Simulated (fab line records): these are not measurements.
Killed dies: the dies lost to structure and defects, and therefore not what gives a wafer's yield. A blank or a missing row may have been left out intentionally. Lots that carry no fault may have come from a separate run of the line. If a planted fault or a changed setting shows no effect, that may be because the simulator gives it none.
Chamber matching || flow n5Finfet || rieDiel-01 running N5_BEOL_M1_ETCH_69: 4 sister chambers
The step etches SiARC in CF4, target depth 15.6 nm, time 26 s. 8 wafers are shown with their chamber, then 12 later ones without.

## WAFERS PAIRED WITH THEIR CHAMBERS
{"wafer": "L082.6", "chamber": 1, "showerheadPlenumPTorr (Torr)": 2.15, "drypumpMotorCurrentA (A)": 6.3}
{"wafer": "L085.6", "chamber": 0, "showerheadPlenumPTorr (Torr)": 2.08, "drypumpMotorCurrentA (A)": 6.6}
{"wafer": "L088.3", "chamber": 3, "showerheadPlenumPTorr (Torr)": 2.10, "drypumpMotorCurrentA (A)": 6.0}
{"wafer": "L088.5", "chamber": 3, "showerheadPlenumPTorr (Torr)": 2.10, "drypumpMotorCurrentA (A)": 6.0}
{"wafer": "L088.6", "chamber": 2, "showerheadPlenumPTorr (Torr)": 2.27, "drypumpMotorCurrentA (A)": 6.4}
{"wafer": "L089.2", "chamber": 2, "showerheadPlenumPTorr (Torr)": 2.27, "drypumpMotorCurrentA (A)": 6.4}
{"wafer": "L089.4", "chamber": 0, "showerheadPlenumPTorr (Torr)": 2.07, "drypumpMotorCurrentA (A)": 6.7}
{"wafer": "L089.5", "chamber": 1, "showerheadPlenumPTorr (Torr)": 2.14, "drypumpMotorCurrentA (A)": 6.3}

## WAFERS WITH NO CHAMBER GIVEN
{"wafer": "L090.2", "showerheadPlenumPTorr (Torr)": 2.07, "drypumpMotorCurrentA (A)": 6.6}
{"wafer": "L090.4", "showerheadPlenumPTorr (Torr)": 2.10, "drypumpMotorCurrentA (A)": 6.0}
{"wafer": "L090.5", "showerheadPlenumPTorr (Torr)": 2.27, "drypumpMotorCurrentA (A)": 6.4}
{"wafer": "L091.1", "showerheadPlenumPTorr (Torr)": 2.10, "drypumpMotorCurrentA (A)": 6.0}
{"wafer": "L091.3", "showerheadPlenumPTorr (Torr)": 2.07, "drypumpMotorCurrentA (A)": 6.6}
{"wafer": "L091.4", "showerheadPlenumPTorr (Torr)": 2.27, "drypumpMotorCurrentA (A)": 6.4}
{"wafer": "L092.2", "showerheadPlenumPTorr (Torr)": 2.27, "drypumpMotorCurrentA (A)": 6.4}
{"wafer": "L092.3", "showerheadPlenumPTorr (Torr)": 2.07, "drypumpMotorCurrentA (A)": 6.7}
{"wafer": "L092.4", "showerheadPlenumPTorr (Torr)": 2.14, "drypumpMotorCurrentA (A)": 6.3}
{"wafer": "L094.1", "showerheadPlenumPTorr (Torr)": 2.07, "drypumpMotorCurrentA (A)": 6.6}
{"wafer": "L094.2", "showerheadPlenumPTorr (Torr)": 2.09, "drypumpMotorCurrentA (A)": 6.0}
{"wafer": "L094.6", "showerheadPlenumPTorr (Torr)": 2.14, "drypumpMotorCurrentA (A)": 6.3}

## CHAMBER TAKEN BY EACH
{"wafer": "L090.2", "from the rows above": 0, "in truth": 0}
{"wafer": "L090.4", "from the rows above": 3, "in truth": 3}
{"wafer": "L090.5", "from the rows above": 2, "in truth": 2}
{"wafer": "L091.1", "from the rows above": 3, "in truth": 3}
{"wafer": "L091.3", "from the rows above": 0, "in truth": 0}
{"wafer": "L091.4", "from the rows above": 2, "in truth": 2}
{"wafer": "L092.2", "from the rows above": 2, "in truth": 2}
{"wafer": "L092.3", "from the rows above": 0, "in truth": 0}
{"wafer": "L092.4", "from the rows above": 1, "in truth": 1}
{"wafer": "L094.1", "from the rows above": 0, "in truth": 0}
{"wafer": "L094.2", "from the rows above": 3, "in truth": 3}
{"wafer": "L094.6", "from the rows above": 1, "in truth": 1}
Correct placement for 12 of the 12. Can't be placed from these rows: 0. Number placed wrongly: 0.
How it was worked out, from the rows above alone: a wafer's distance from a chamber is the root of the sum, over the readings, of the square of ((its reading less the chamber's mean) divided by the reading's scatter). The wafer belongs to the nearest chamber; if the next one is less than 2 further off, it can't be placed. Each chamber's mean is taken over the wafers shown for it. How the scatter is found: for the shown wafers, subtract from each reading the mean of its chamber, square and add these, divide the total by (wafers less chambers), then take the root.
